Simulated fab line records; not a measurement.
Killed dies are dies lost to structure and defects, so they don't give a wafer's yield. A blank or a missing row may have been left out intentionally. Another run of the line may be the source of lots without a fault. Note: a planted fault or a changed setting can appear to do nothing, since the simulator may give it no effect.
fab line records :: flow n5_finfet
record:
  lots: 6
  wafers: 18
  last_day: 17
route steps=1938 shown TV_OPEN@1889 PAD_METAL@1893 PASSIVATION@1897
lots untouched by any fault: they come from a run of this same line in which no faults occurred
start_h: hours from the record's opening day to when the first of the lot's shown wafers began :: wait_h: hours elapsed since this lot's preceding step :: " the same as in the row above :: L1.1+2: a single row standing in for several wafers :: - no value, or no start given :: * or withheld: withheld :: < > ~ a bound
route shown NAME@n: NAME is a module with steps in the file, n the number in the route of the first one :: usual: mean/standard deviation taken from wafers without a fault :: same: alike in all rows :: chamber/n: place in a boat :: sites: per-site readings :: _std_site: how widely they spread, as a standard deviation :: _edge_site: inner sites' mean taken away from outer sites' mean :: radius_mm: for every site, how far away it sits from the centre of the wafer :: mask NAME#n: copy n :: behind: the most recent tool/chamber to have shaped the wafer :: hold: what put the lot on hold/how long, in hours/how the hold closed :: device: names the non-switching transistor (n, p or np) :: end of line: the tests these same wafers got at the end of their route :: a step with no rows: only its recipe :: killed: count of dies lost to structure and defects at first sort (not the wafer's yield) :: map: a wafer's dies, marking killed ones x, the rest . and places with no die _
set.NAME: the setting that was run; set.NAME@STEP: the one run at that earlier step :: model.NAME: the simulator's own value behind a step, which no gauge read
a table for each step, a row for each wafer; lots at some steps of the route
services: the hour from which a tool's chamber was out of use, counted from the record's first day as start_h (under 0 if before that day), plus the number of hours and why
== steps ==
step: N5_PASSIVATION_STRIP_14
recipe:
  chemistry: O2
  power_w: 600
  temp_c: 60
  pressure_mtorr: 30
  rf_frequency_hz: 6e+07
  bias_power_w: 0
  overash_fraction: 0.5
  o2_flow_sccm: 225
step: N5_PASSIVATION_ETCH_15
recipe:
  chemistry: CF4/N2
  target: SiCN
  target_depth_a: 750
  taper_deg: 2
  time_s: 81.2
  ion_energy_ev: 150
  mask_material: SiNx
  pressure_mtorr: 40
  source_w: 430
  bias_w: 70
  Ar_flow_sccm: 100
  cf4_flow_sccm: 60
  n2_flow_sccm: 60
usual:
  bias_w: 70.04/0.21
  drypump_motor_current_A: 5.6/0.47
  mfc_ar_sccm: 100.0/0.34
  oes_product_au: 0.80/0.069
  rf_fwd_power_W: 427.7/1.5
  rf_vpp_V: 382.6/2.1
  showerhead_plenum_p_Torr: 2.22/0.086
  throttle_valve_pct: 15.38/0.27
lot.wafer: L474.1
tool: rie_diel-03
chamber: 0
start_h: -
wait_h: -
bias_w: 70.21
drypump_motor_current_A: 5.8
mfc_ar_sccm: 100.6
oes_product_au: 0.69
rf_fwd_power_W: 426.7
rf_hours_counter_h: 208
rf_vpp_V: 384.3
showerhead_plenum_p_Torr: 2.28
throttle_valve_pct: 15.92

lot.wafer: L474.3
tool: rie_diel-03
chamber: 3
start_h: -
wait_h: -
bias_w: 70.13
drypump_motor_current_A: 5.9
mfc_ar_sccm: 99.6
oes_product_au: 0.85
rf_fwd_power_W: 426.4
rf_hours_counter_h: 57
rf_vpp_V: 385.6
showerhead_plenum_p_Torr: 2.24
throttle_valve_pct: 15.33

lot.wafer: L474.5
tool: rie_diel-03
chamber: 1
start_h: -
wait_h: -
bias_w: 70.13
drypump_motor_current_A: 4.9
mfc_ar_sccm: 99.7
oes_product_au: 0.90
rf_fwd_power_W: 425.8
rf_hours_counter_h: -
rf_vpp_V: 383.0
showerhead_plenum_p_Torr: 2.25
throttle_valve_pct: 15.33

lot.wafer: L479.1
tool: rie_diel-04
chamber: 0
start_h: -
wait_h: -
bias_w: 70.10
drypump_motor_current_A: 6.3
mfc_ar_sccm: 99.4
oes_product_au: 0.83
rf_fwd_power_W: 426.6
rf_hours_counter_h: 85
rf_vpp_V: 379.7
showerhead_plenum_p_Torr: 2.13
throttle_valve_pct: 15.58

lot.wafer: L479.2
tool: rie_diel-04
chamber: 3
start_h: -
wait_h: -
bias_w: 70.01
drypump_motor_current_A: 5.4
mfc_ar_sccm: 100.2
oes_product_au: 0.81
rf_fwd_power_W: 429.4
rf_hours_counter_h: 74
rf_vpp_V: 385.1
showerhead_plenum_p_Torr: 2.34
throttle_valve_pct: 15.06

lot.wafer: L479.3
tool: rie_diel-04
chamber: 1
start_h: -
wait_h: -
bias_w: 70.39
drypump_motor_current_A: 5.0
mfc_ar_sccm: 99.7
oes_product_au: 0.89
rf_fwd_power_W: 425.8
rf_hours_counter_h: 19
rf_vpp_V: 381.8
showerhead_plenum_p_Torr: 2.15
throttle_valve_pct: 15.13

lot.wafer: L482.2
tool: rie_diel-04
chamber: 3
start_h: -
wait_h: -
bias_w: 70.47
drypump_motor_current_A: 5.4
mfc_ar_sccm: 100.0
oes_product_au: 0.80
rf_fwd_power_W: 427.9
rf_hours_counter_h: 81
rf_vpp_V: 384.3
showerhead_plenum_p_Torr: 2.34
throttle_valve_pct: 15.07

lot.wafer: L482.3
tool: rie_diel-04
chamber: 2
start_h: -
wait_h: -
bias_w: 69.92
drypump_motor_current_A: 5.0
mfc_ar_sccm: 100.1
oes_product_au: 0.72
rf_fwd_power_W: 427.1
rf_hours_counter_h: 218
rf_vpp_V: 378.9
showerhead_plenum_p_Torr: 2.09
throttle_valve_pct: 15.51

lot.wafer: L482.6
tool: rie_diel-04
chamber: 0
start_h: -
wait_h: -
bias_w: 69.89
drypump_motor_current_A: 6.3
mfc_ar_sccm: 99.9
oes_product_au: 0.82
rf_fwd_power_W: 428.6
rf_hours_counter_h: -
rf_vpp_V: 379.8
showerhead_plenum_p_Torr: 2.13
throttle_valve_pct: 15.60

lot.wafer: L484.1
tool: rie_diel-05
chamber: 3
start_h: -
wait_h: -
bias_w: 69.86
drypump_motor_current_A: 5.4
mfc_ar_sccm: 100.2
oes_product_au: 0.78
rf_fwd_power_W: 429.0
rf_hours_counter_h: 125
rf_vpp_V: 381.6
showerhead_plenum_p_Torr: 2.20
throttle_valve_pct: 15.53

lot.wafer: L484.2
tool: rie_diel-05
chamber: 1
start_h: -
wait_h: -
bias_w: 70.12
drypump_motor_current_A: 5.5
mfc_ar_sccm: 100.7
oes_product_au: 0.70
rf_fwd_power_W: 428.6
rf_hours_counter_h: 215
rf_vpp_V: 378.3
showerhead_plenum_p_Torr: 2.08
throttle_valve_pct: 15.29

lot.wafer: L484.4
tool: rie_diel-05
chamber: 2
start_h: -
wait_h: -
bias_w: 70.01
drypump_motor_current_A: 5.8
mfc_ar_sccm: 100.0
oes_product_au: 0.71
rf_fwd_power_W: 427.0
rf_hours_counter_h: 190
rf_vpp_V: 381.4
showerhead_plenum_p_Torr: 2.19
throttle_valve_pct: 15.66

lot.wafer: L487.2
tool: rie_diel-03
chamber: 1
start_h: -
wait_h: -
bias_w: 70.50
drypump_motor_current_A: 4.9
mfc_ar_sccm: 99.8
oes_product_au: 0.85
rf_fwd_power_W: 429.2
rf_hours_counter_h: 61
rf_vpp_V: 383.8
showerhead_plenum_p_Torr: 2.25
throttle_valve_pct: 15.35

lot.wafer: L487.3
tool: rie_diel-03
chamber: 3
start_h: -
wait_h: -
bias_w: 70.33
drypump_motor_current_A: 5.9
mfc_ar_sccm: 100.4
oes_product_au: 0.83
rf_fwd_power_W: 426.0
rf_hours_counter_h: 80
rf_vpp_V: 382.7
showerhead_plenum_p_Torr: 2.23
throttle_valve_pct: 15.38

lot.wafer: L487.4
tool: rie_diel-03
chamber: 2
start_h: -
wait_h: -
bias_w: 70.42
drypump_motor_current_A: 6.0
mfc_ar_sccm: 99.7
oes_product_au: 0.91
rf_fwd_power_W: 427.4
rf_hours_counter_h: 15
rf_vpp_V: 385.9
showerhead_plenum_p_Torr: 2.35
throttle_valve_pct: 15.12

lot.wafer: L493.1
tool: rie_diel-04
chamber: 1
start_h: -
wait_h: -
bias_w: 69.92
drypump_motor_current_A: 5.0
mfc_ar_sccm: 100.4
oes_product_au: 0.84
rf_fwd_power_W: 426.0
rf_hours_counter_h: 50
rf_vpp_V: 382.3
showerhead_plenum_p_Torr: 2.14
throttle_valve_pct: 15.19

lot.wafer: L493.5
tool: rie_diel-04
chamber: 3
start_h: -
wait_h: -
bias_w: 69.90
drypump_motor_current_A: 5.4
mfc_ar_sccm: 99.9
oes_product_au: 0.78
rf_fwd_power_W: 430.7
rf_hours_counter_h: -
rf_vpp_V: 384.8
showerhead_plenum_p_Torr: 2.33
throttle_valve_pct: 15.10

lot.wafer: L493.6
tool: rie_diel-04
chamber: 0
start_h: -
wait_h: -
bias_w: 70.07
drypump_motor_current_A: 6.3
mfc_ar_sccm: 100.0
oes_product_au: 0.78
rf_fwd_power_W: 429.3
rf_hours_counter_h: -
rf_vpp_V: 380.5
showerhead_plenum_p_Torr: 2.12
throttle_valve_pct: 15.65
step: N5_PASSIVATION_STRIP_73
recipe:
  chemistry: post_etch_residue_remover
  time_s: 60
  temp_c: 25
  remover_ph: withheld
  remover_water_wt_pct: withheld
  remover_fluoride_wt_pct: withheld
step: N5_PASSIVATION_SRD_17
recipe:
  time_s: 30
  temp_c: 23
  rinse_liquid: diw
  dry: n2_spin
  spin_rpm: 1500
  dry_time_s: 30
step: N5_PASSIVATION_DEGAS_18
recipe:
  ambient: vacuum
  temp_c: 300
  time_s: 60
usual:
  heater_power_w: 448/38
lot.wafer: L474.1
tool: pvd_sputter-01
chamber: -
start_h: 287.86
wait_h: 0.4
heater_power_w: 490

lot.wafer: L474.3
tool: pvd_sputter-01
chamber: -
start_h: 287.86
wait_h: 0.4
heater_power_w: 473

lot.wafer: L474.5
tool: pvd_sputter-01
chamber: -
start_h: 287.86
wait_h: 0.4
heater_power_w: 484

lot.wafer: L479.1
tool: pvd_sputter-03
chamber: -
start_h: 311.10
wait_h: 0.3
heater_power_w: 410

lot.wafer: L479.2
tool: pvd_sputter-03
chamber: -
start_h: 311.10
wait_h: 0.3
heater_power_w: 413

lot.wafer: L479.3
tool: pvd_sputter-03
chamber: -
start_h: 311.10
wait_h: 0.3
heater_power_w: 377

lot.wafer: L482.2
tool: pvd_sputter-01
chamber: -
start_h: 333.09
wait_h: 0.3
heater_power_w: 492

lot.wafer: L482.3
tool: pvd_sputter-01
chamber: -
start_h: 333.09
wait_h: 0.3
heater_power_w: 486

lot.wafer: L482.6
tool: pvd_sputter-01
chamber: -
start_h: 333.09
wait_h: 0.3
heater_power_w: 492

lot.wafer: L484.1
tool: pvd_sputter-01
chamber: -
start_h: 353.12
wait_h: 0.8
heater_power_w: 486

lot.wafer: L484.2
tool: pvd_sputter-01
chamber: -
start_h: 353.12
wait_h: 0.8
heater_power_w: 496

lot.wafer: L484.4
tool: pvd_sputter-01
chamber: -
start_h: 353.12
wait_h: 0.8
heater_power_w: 498

lot.wafer: L487.2
tool: pvd_sputter-03
chamber: -
start_h: 353.21
wait_h: 0.7
heater_power_w: 416

lot.wafer: L487.3
tool: pvd_sputter-03
chamber: -
start_h: 353.21
wait_h: 0.7
heater_power_w: 376

lot.wafer: L487.4
tool: pvd_sputter-03
chamber: -
start_h: 353.21
wait_h: 0.7
heater_power_w: 419

lot.wafer: L493.1
tool: pvd_sputter-01
chamber: -
start_h: 401.41
wait_h: 0.4
heater_power_w: 481

lot.wafer: L493.5
tool: pvd_sputter-01
chamber: -
start_h: 401.41
wait_h: 0.4
heater_power_w: 484

lot.wafer: L493.6
tool: pvd_sputter-01
chamber: -
start_h: 401.41
wait_h: 0.4
heater_power_w: 488
step: N5_PASSIVATION_PRE_CLEAN_19
recipe:
  gas: H2/He
  time_s: *
  temp_c: *
usual:
  heater_power_w: 447/38
lot.wafer: L474.1
tool: pvd_sputter-01
chamber: -
start_h: 287.90
wait_h: 0.0
heater_power_w: 482

lot.wafer: L474.3
tool: pvd_sputter-01
chamber: -
start_h: 287.90
wait_h: 0.0
heater_power_w: 492

lot.wafer: L474.5
tool: pvd_sputter-01
chamber: -
start_h: 287.90
wait_h: 0.0
heater_power_w: 478

lot.wafer: L479.1
tool: pvd_sputter-03
chamber: -
start_h: 311.14
wait_h: 0.0
heater_power_w: 428

lot.wafer: L479.2
tool: pvd_sputter-03
chamber: -
start_h: 311.14
wait_h: 0.0
heater_power_w: 425

lot.wafer: L479.3
tool: pvd_sputter-03
chamber: -
start_h: 311.14
wait_h: 0.0
heater_power_w: 385

lot.wafer: L482.2
tool: pvd_sputter-01
chamber: -
start_h: 333.13
wait_h: 0.0
heater_power_w: 495

lot.wafer: L482.3
tool: pvd_sputter-01
chamber: -
start_h: 333.13
wait_h: 0.0
heater_power_w: 482

lot.wafer: L482.6
tool: pvd_sputter-01
chamber: -
start_h: 333.13
wait_h: 0.0
heater_power_w: 478

lot.wafer: L484.1
tool: pvd_sputter-01
chamber: -
start_h: 353.16
wait_h: 0.0
heater_power_w: 474

lot.wafer: L484.2
tool: pvd_sputter-01
chamber: -
start_h: 353.16
wait_h: 0.0
heater_power_w: 483

lot.wafer: L484.4
tool: pvd_sputter-01
chamber: -
start_h: 353.16
wait_h: 0.0
heater_power_w: 499

lot.wafer: L487.2
tool: pvd_sputter-03
chamber: -
start_h: 353.25
wait_h: 0.0
heater_power_w: 417

lot.wafer: L487.3
tool: pvd_sputter-03
chamber: -
start_h: 353.25
wait_h: 0.0
heater_power_w: 389

lot.wafer: L487.4
tool: pvd_sputter-03
chamber: -
start_h: 353.25
wait_h: 0.0
heater_power_w: 420

lot.wafer: L493.1
tool: pvd_sputter-01
chamber: -
start_h: 401.45
wait_h: 0.0
heater_power_w: 473

lot.wafer: L493.5
tool: pvd_sputter-01
chamber: -
start_h: 401.45
wait_h: 0.0
heater_power_w: 477

lot.wafer: L493.6
tool: pvd_sputter-01
chamber: -
start_h: 401.45
wait_h: 0.0
heater_power_w: 494
step: N5_PASSIVATION_SPUTTER_20
recipe:
  material: TaN
  target_thk_a: 500
  temp_c: 25
  chamber_pressure_pa: 0.4
usual:
  throttle_valve_pct: 29.9/1
lot.wafer: L474.1
tool: pvd_sputter-01
chamber: -
start_h: 287.94
wait_h: 0.0
throttle_valve_pct: 32.1

lot.wafer: L474.3
tool: pvd_sputter-01
chamber: -
start_h: 287.94
wait_h: 0.0
throttle_valve_pct: 29.0

lot.wafer: L474.5
tool: pvd_sputter-01
chamber: -
start_h: 287.94
wait_h: 0.0
throttle_valve_pct: 28.9

lot.wafer: L479.1
tool: pvd_sputter-03
chamber: -
start_h: 311.18
wait_h: 0.0
throttle_valve_pct: 28.9

lot.wafer: L479.2
tool: pvd_sputter-03
chamber: -
start_h: 311.18
wait_h: 0.0
throttle_valve_pct: 30.4

lot.wafer: L479.3
tool: pvd_sputter-03
chamber: -
start_h: 311.18
wait_h: 0.0
throttle_valve_pct: 29.2

lot.wafer: L482.2
tool: pvd_sputter-01
chamber: -
start_h: 333.17
wait_h: 0.0
throttle_valve_pct: 30.8

lot.wafer: L482.3
tool: pvd_sputter-01
chamber: -
start_h: 333.17
wait_h: 0.0
throttle_valve_pct: 32.5

lot.wafer: L482.6
tool: pvd_sputter-01
chamber: -
start_h: 333.17
wait_h: 0.0
throttle_valve_pct: 32.0

lot.wafer: L484.1
tool: pvd_sputter-01
chamber: -
start_h: 353.20
wait_h: 0.0
throttle_valve_pct: 30.2

lot.wafer: L484.2
tool: pvd_sputter-01
chamber: -
start_h: 353.20
wait_h: 0.0
throttle_valve_pct: 32.2

lot.wafer: L484.4
tool: pvd_sputter-01
chamber: -
start_h: 353.20
wait_h: 0.0
throttle_valve_pct: 30.9

lot.wafer: L487.2
tool: pvd_sputter-03
chamber: -
start_h: 353.29
wait_h: 0.0
throttle_valve_pct: 30.5

lot.wafer: L487.3
tool: pvd_sputter-03
chamber: -
start_h: 353.29
wait_h: 0.0
throttle_valve_pct: 29.7

lot.wafer: L487.4
tool: pvd_sputter-03
chamber: -
start_h: 353.29
wait_h: 0.0
throttle_valve_pct: 30.7

lot.wafer: L493.1
tool: pvd_sputter-01
chamber: -
start_h: 401.49
wait_h: 0.0
throttle_valve_pct: 30.1

lot.wafer: L493.5
tool: pvd_sputter-01
chamber: -
start_h: 401.49
wait_h: 0.0
throttle_valve_pct: 29.1

lot.wafer: L493.6
tool: pvd_sputter-01
chamber: -
start_h: 401.49
wait_h: 0.0
throttle_valve_pct: 30.6
step: N5_PASSIVATION_AL_DEP_21
recipe:
  material: Al
  target_thk_a: 28000
  temp_c: 400
  time_s: 170
  power_w: 30000
  chamber_pressure_pa: 0.4
  gas: Ar
usual:
  throttle_valve_pct: 29.9/1
lot.wafer: L474.1
tool: pvd_sputter-01
chamber: -
start_h: 288.04
wait_h: 0.1
throttle_valve_pct: 32.2

lot.wafer: L474.3
tool: pvd_sputter-01
chamber: -
start_h: 288.04
wait_h: 0.1
throttle_valve_pct: 29.2

lot.wafer: L474.5
tool: pvd_sputter-01
chamber: -
start_h: 288.04
wait_h: 0.1
throttle_valve_pct: 28.9

lot.wafer: L479.1
tool: pvd_sputter-03
chamber: -
start_h: 311.28
wait_h: 0.1
throttle_valve_pct: 29.2

lot.wafer: L479.2
tool: pvd_sputter-03
chamber: -
start_h: 311.28
wait_h: 0.1
throttle_valve_pct: 30.5

lot.wafer: L479.3
tool: pvd_sputter-03
chamber: -
start_h: 311.28
wait_h: 0.1
throttle_valve_pct: 29.2

lot.wafer: L482.2
tool: pvd_sputter-01
chamber: -
start_h: 333.27
wait_h: 0.1
throttle_valve_pct: 30.8

lot.wafer: L482.3
tool: pvd_sputter-01
chamber: -
start_h: 333.27
wait_h: 0.1
throttle_valve_pct: 32.4

lot.wafer: L482.6
tool: pvd_sputter-01
chamber: -
start_h: 333.27
wait_h: 0.1
throttle_valve_pct: 32.4

lot.wafer: L484.1
tool: pvd_sputter-01
chamber: -
start_h: 353.30
wait_h: 0.1
throttle_valve_pct: 29.9

lot.wafer: L484.2
tool: pvd_sputter-01
chamber: -
start_h: 353.30
wait_h: 0.1
throttle_valve_pct: 32.3

lot.wafer: L484.4
tool: pvd_sputter-01
chamber: -
start_h: 353.30
wait_h: 0.1
throttle_valve_pct: 30.7

lot.wafer: L487.2
tool: pvd_sputter-03
chamber: -
start_h: 353.39
wait_h: 0.1
throttle_valve_pct: 30.4

lot.wafer: L487.3
tool: pvd_sputter-03
chamber: -
start_h: 353.39
wait_h: 0.1
throttle_valve_pct: 29.3

lot.wafer: L487.4
tool: pvd_sputter-03
chamber: -
start_h: 353.39
wait_h: 0.1
throttle_valve_pct: 30.7

lot.wafer: L493.1
tool: pvd_sputter-01
chamber: -
start_h: 401.59
wait_h: 0.1
throttle_valve_pct: 29.8

lot.wafer: L493.5
tool: pvd_sputter-01
chamber: -
start_h: 401.59
wait_h: 0.1
throttle_valve_pct: 29.0

lot.wafer: L493.6
tool: pvd_sputter-01
chamber: -
start_h: 401.59
wait_h: 0.1
throttle_valve_pct: 30.9
step: N5_PASSIVATION_HMDS_23
recipe:
  time_s: 60
  temp_c: 120
step: N5_PASSIVATION_COAT_24
recipe:
  spin_rpm: 3000
  resist_thk_nm: withheld
step: N5_PASSIVATION_EBR_26
recipe:
  solvent: PGMEA
  ebr_width_mm: 1.5
step: N5_PASSIVATION_SOFTBAKE_25
recipe:
  temp_c: 100
  time_s: 90
step: N5_PASSIVATION_EXPOSE_27
recipe:
  mask_id: PAD
  na: 0.55
  source_shape: conventional
  sigma_outer: 0.8
  polarization: unpolarized
  defocus_nm: 0
  dose_mj: 32.3
usual:
  exposure_dose_mJ_cm2: 32.30/0.031
lot.wafer: L474.1
tool: krf_scanner-01
chamber: 0
start_h: 288.46
wait_h: -
mask: PAD#0
exposure_dose_mJ_cm2: 32.28

lot.wafer: L474.3
tool: krf_scanner-01
chamber: 0
start_h: 288.46
wait_h: -
mask: PAD#0
exposure_dose_mJ_cm2: 32.31

lot.wafer: L474.5
tool: krf_scanner-01
chamber: 0
start_h: 288.46
wait_h: -
mask: PAD#0
exposure_dose_mJ_cm2: 32.31

lot.wafer: L479.1
tool: krf_scanner-01
chamber: 0
start_h: 311.57
wait_h: -
mask: PAD#0
exposure_dose_mJ_cm2: 32.29

lot.wafer: L479.2
tool: krf_scanner-01
chamber: 0
start_h: 311.57
wait_h: -
mask: PAD#0
exposure_dose_mJ_cm2: 32.26

lot.wafer: L479.3
tool: krf_scanner-01
chamber: 0
start_h: 311.57
wait_h: -
mask: PAD#0
exposure_dose_mJ_cm2: 32.23

lot.wafer: L482.2
tool: krf_scanner-01
chamber: 0
start_h: 333.57
wait_h: -
mask: PAD#0
exposure_dose_mJ_cm2: 32.89

lot.wafer: L482.3
tool: krf_scanner-01
chamber: 0
start_h: 333.57
wait_h: -
mask: PAD#0
exposure_dose_mJ_cm2: 32.92

lot.wafer: L482.6
tool: krf_scanner-01
chamber: 0
start_h: 333.57
wait_h: -
mask: PAD#0
exposure_dose_mJ_cm2: 32.89

lot.wafer: L484.1
tool: krf_scanner-01
chamber: 0
start_h: 353.60
wait_h: -
mask: PAD#0
exposure_dose_mJ_cm2: 32.91

lot.wafer: L484.2
tool: krf_scanner-01
chamber: 0
start_h: 353.60
wait_h: -
mask: PAD#0
exposure_dose_mJ_cm2: 32.90

lot.wafer: L484.4
tool: krf_scanner-01
chamber: 0
start_h: 353.60
wait_h: -
mask: PAD#0
exposure_dose_mJ_cm2: 32.93

lot.wafer: L487.2
tool: krf_scanner-02
chamber: 0
start_h: 353.82
wait_h: -
mask: PAD#0
exposure_dose_mJ_cm2: 32.28

lot.wafer: L487.3
tool: krf_scanner-02
chamber: 0
start_h: 353.82
wait_h: -
mask: PAD#0
exposure_dose_mJ_cm2: 32.27

lot.wafer: L487.4
tool: krf_scanner-02
chamber: 0
start_h: 353.82
wait_h: -
mask: PAD#0
exposure_dose_mJ_cm2: 32.29

lot.wafer: L493.1
tool: krf_scanner-02
chamber: 0
start_h: 402.01
wait_h: -
mask: PAD#0
exposure_dose_mJ_cm2: 32.31

lot.wafer: L493.5
tool: krf_scanner-02
chamber: 0
start_h: 402.01
wait_h: -
mask: PAD#0
exposure_dose_mJ_cm2: 32.31

lot.wafer: L493.6
tool: krf_scanner-02
chamber: 0
start_h: 402.01
wait_h: -
mask: PAD#0
exposure_dose_mJ_cm2: 32.30
step: N5_PASSIVATION_PEB_28
recipe:
  peb_temp_c: withheld
  peb_time_s: *
== services ==
tool: rie_diel-05
chamber: -
start_h: 265.91
hours: 4.3
kind: pm

tool: krf_scanner-02
chamber: -
start_h: 281.41
hours: 0.8
kind: pm

tool: rie_diel-05
chamber: -
start_h: 283.06
hours: 1.3
kind: repair

tool: rie_diel-03
chamber: 2
start_h: 284.87
hours: -
kind: clean

tool: rie_diel-03
chamber: 2
start_h: 284.87
hours: -
kind: consumable_replace:focus_ring

tool: rie_diel-03
chamber: 2
start_h: 284.87
hours: -
kind: consumable_replace:showerhead

tool: rie_diel-03
chamber: 2
start_h: 284.87
hours: 22.5
kind: scheduled_down

tool: rie_diel-03
chamber: 2
start_h: 284.87
hours: 22.5
kind: vent_cycle

tool: krf_scanner-01
chamber: -
start_h: 304.61
hours: 4.0
kind: pm

tool: rie_diel-04
chamber: 2
start_h: 310.40
hours: 11.5
kind: repair

tool: krf_scanner-02
chamber: 0
start_h: 313.12
hours: -
kind: calibration

tool: krf_scanner-01
chamber: -
start_h: 321.71
hours: 0.6
kind: repair

tool: krf_scanner-02
chamber: -
start_h: 334.23
hours: 3.6
kind: pm

tool: rie_diel-05
chamber: 0
start_h: 359.28
hours: 1.5
kind: repair

tool: krf_scanner-01
chamber: -
start_h: 367.62
hours: 0.8
kind: pm

tool: krf_scanner-02
chamber: -
start_h: 370.47
hours: 0.9
kind: repair

tool: rie_diel-05
chamber: 3
start_h: 373.86
hours: 6.3
kind: repair

tool: krf_scanner-02
chamber: -
start_h: 374.38
hours: 1.3
kind: pm

tool: rie_diel-04
chamber: 2
start_h: 377.70
hours: 15.9
kind: repair

tool: rie_diel-03
chamber: 3
start_h: 383.78
hours: 2.1
kind: repair

tool: krf_scanner-01
chamber: 0
start_h: 390.85
hours: -
kind: calibration

tool: krf_scanner-01
chamber: -
start_h: 398.35
hours: 1.0
kind: pm
== key ==
first_sign:
  step: N5_PASSIVATION_EXPOSE_27
  reading: exposure_dose_mJ_cm2
  direction: up
  sigmas: 19
  usual: 32.30
  struck: 32.91
effect none on later readings
met_at N5_PASSIVATION_EXPOSE_27
struck_wafers L482.2,L482.3,L482.6,L484.1,L484.2,L484.4
onset_between 311.57 333.57
fault:
  kind: process_parameter_drift
  tool: krf_scanner-01
  chamber: -
  onset_h: 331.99
  steps: N5_PASSIVATION_EXPOSE_27
  channel: dose_mj
  offset: 0.62253
  shape: step
  acts_in: these_recipes_only
  stated: 32.3
